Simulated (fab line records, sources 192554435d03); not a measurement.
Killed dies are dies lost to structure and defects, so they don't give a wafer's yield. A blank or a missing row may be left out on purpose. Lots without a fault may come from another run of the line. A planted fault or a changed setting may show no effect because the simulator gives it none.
A struck lot beside a sound one | flow n5_finfet | 15 steps out of a route of 1938
Sound: wafers L658.1, L658.4, L658.6. Struck: wafers L666.1, L666.4, L666.6. The cause comes at the end.
At each step with rows: each side's tool, then ch and its chambers, then its first start. Under that, the readings that differ: sound wafers | struck wafers | difference of the means | sigmas: that difference in standard deviations of wafers without a fault.
alike: readings whose means differ by less than 2 such deviations, and words and numbers that are the same on both sides. not compared: withheld readings, readings that some wafer has no value for, bounds like >300 that may hide the same value, and numbers for which the record gives no deviation and whose values overlap.
The two part at a step that has a row with sigmas, a row that says differs or no value, or rows on one side only. Numbers that don't overlap but have no deviation are shown without sigmas and don't part them. A reading that every wafer of one side lacks parts them only if that side has two wafers or more.

first, 3 steps without rows for these wafers: N5_BEOL_M15_PRECLEAN_39 (cleans in residue remover, time 60 s); N5_BEOL_M15_SRD_40 (time 30 s, dry time 30 s); N5_BEOL_M15_DEGAS_41 (time 60 s).
N5_BEOL_M15_PRE_CLEAN_42: time 30 s.
  sound on pvd_sputter-02, day 13 19:52; struck on pvd_sputter-02, day 15 16:02
  alike: heater_power_w
then, 1 step without rows for these wafers: N5_BEOL_M15_SPUTTER_43 (material TaN, target thk 15 nm, time 24.19 s).
N5_BEOL_M15_SPUTTER_44: material Ta, target thk 15 nm, time 24.19 s.
  sound on pvd_sputter-02, day 13 19:59; struck on pvd_sputter-02, day 15 16:10
  alike: throttle_valve_pct
N5_BEOL_M15_SPUTTER_45: material Cu, target thk 100 nm, time 16.67 s.
  sound on pvd_sputter-02, day 13 20:04; struck on pvd_sputter-02, day 15 16:14
  alike: chuck_sensor_temp_C, throttle_valve_pct
then, 1 step without rows for these wafers: N5_BEOL_M15_ECD_47 (material Cu, target thk 1860 nm).
N5_BEOL_M15_ANNEAL_48: time 90 s.
  sound on rtp_anneal-02 ch 0, day 13 20:25; struck on rtp_anneal-02 ch 0, day 15 17:58
  alike: wafer_temp_C_max
N5_BEOL_M15_CMP_49: polishes, stops on SiO2, t overpolish 4.9 s, target thk 850 nm.
  sound on cmp-02 ch 0,1,3, day 13 20:45; struck on cmp-02 ch 1,3, day 15 18:18
  alike: barrier_field_endpoint_s, motor_current_A, overpolish_run_s
N5_BEOL_M15_THK_MEAS_50: measures by xrf.
  sound on film_metro-01, day 13 21:01; struck on film_metro-01, day 15 18:34
  alike: M15_THK
then, 1 step without rows for these wafers: N5_BEOL_M15_PRE_CLEAN_52 (time 15 s).
N5_BEOL_M15_DEP_53: deposits SiCN from 3MS/NH3, target thk 50 nm, time 17.8 s.
  sound on pecvd-03 ch 0,1,2, day 13 21:04; struck on pecvd-03 ch 0,1, day 15 18:37
  no value came back on the struck wafers for any of 5 readings (chamber_pressure_Torr (Torr), rf_fwd_power_W (W) and others); on the sound wafers chamber_pressure_Torr (Torr) reads 2.999 2.995 3.000
N5_BEOL_M15_RS_MEAS_54: measures by four-point-probe.
  sound on film_metro-02, day 13 21:08; struck on film_metro-02, day 15 18:41
  alike: M15_RS
N5_PASSIVATION_PROBE_49:
  sound on prober-02, day 14 12:25; struck on prober-01, day 16 07:25
  alike: defect_limited_yield, killed_at_M0_to_M3, killed_at_M4_up, killed_at_contacts, killed_at_front_end, killed_at_other, killed_dies, killed_open, killed_short, sort_bin_5_function, sort_bin_6_memory, sort_bin_8_speed, sort_n_pass, sort_yield_pct

WHERE THEY PART
Only at N5_BEOL_M15_DEP_53, within this record. Later steps at which nothing parts them and some readings are alike: N5_BEOL_M15_RS_MEAS_54, N5_PASSIVATION_PROBE_49.

WHY: what the simulator had put in
Skipped step whole: pecvd-03, from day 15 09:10 on, at N5_BEOL_M15_DEP_53. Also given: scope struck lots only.
